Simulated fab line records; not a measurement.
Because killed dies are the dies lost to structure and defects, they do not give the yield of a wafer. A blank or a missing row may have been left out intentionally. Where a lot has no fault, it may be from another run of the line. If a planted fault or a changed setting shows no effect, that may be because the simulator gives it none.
Chamber matching | flow nand-harc | NHARC_A_STAIRCASE_ALD_420 on ald-hk-04 has 4 sister chambers
The step deposits SiO2, target thk 20 nm, pulse time 6 s, ald cycles 200. 8 wafers are shown with their chamber, then 9 later ones without.

EACH WAFER AND ITS CHAMBER
wafer  | chamber | heater-power-w (W) | susceptor-temp-C (C)
L077.3 | 1       | 471                | 299.92
L080.4 | 2       | 427                | 300.11
L084.3 | 0       | 380                | 300.14
L084.4 | 3       | 419                | 300.23
L084.5 | 0       | 386                | 300.12
L088.1 | 3       | 413                | 299.92
L088.4 | 2       | 426                | 300.16
L088.5 | 1       | 493                | 300.01

WAFERS WITHOUT THEIR CHAMBER
wafer  | heater-power-w (W) | susceptor-temp-C (C)
L091.2 | 504                | 300.07
L091.4 | 433                | 299.96
L091.5 | 511                | 299.90
L095.2 | 515                | 300.08
L095.3 | 418                | 299.89
L095.6 | 520                | 300.17
L096.2 | 426                | 300.23
L096.3 | 512                | 299.85
L096.5 | 444                | 300.05

THE CHAMBER EACH PASSED THROUGH
wafer  | from the rows above     | in truth
L091.2 | 1                       | 1
L091.4 | can't be placed: 2 or 3 | 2
L091.5 | 1                       | 1
L095.2 | 1                       | 1
L095.3 | can't be placed: 3 or 2 | 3
L095.6 | 1                       | 1
L096.2 | can't be placed: 2 or 3 | 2
L096.3 | 1                       | 1
L096.5 | can't be placed: 2 or 3 | 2
Placed correctly: 5 of 9. Unplaceable from these rows: 4, with the true chamber sitting among the candidates in 4. 0 placed wrongly.
How it was worked out, from the rows above alone: a wafer's distance from a chamber is the root of the sum, over the readings, of the square of ((its reading less the chamber's mean) divided by the reading's scatter). The wafer belongs to the nearest chamber; if the next one is less than 2 further off, it can't be placed. For every chamber, the mean is computed from those of its wafers that are shown. The scatter is the square root of a quotient: the sum, over the shown wafers, of each reading's squared deviation from its chamber's mean, divided by wafers minus chambers.
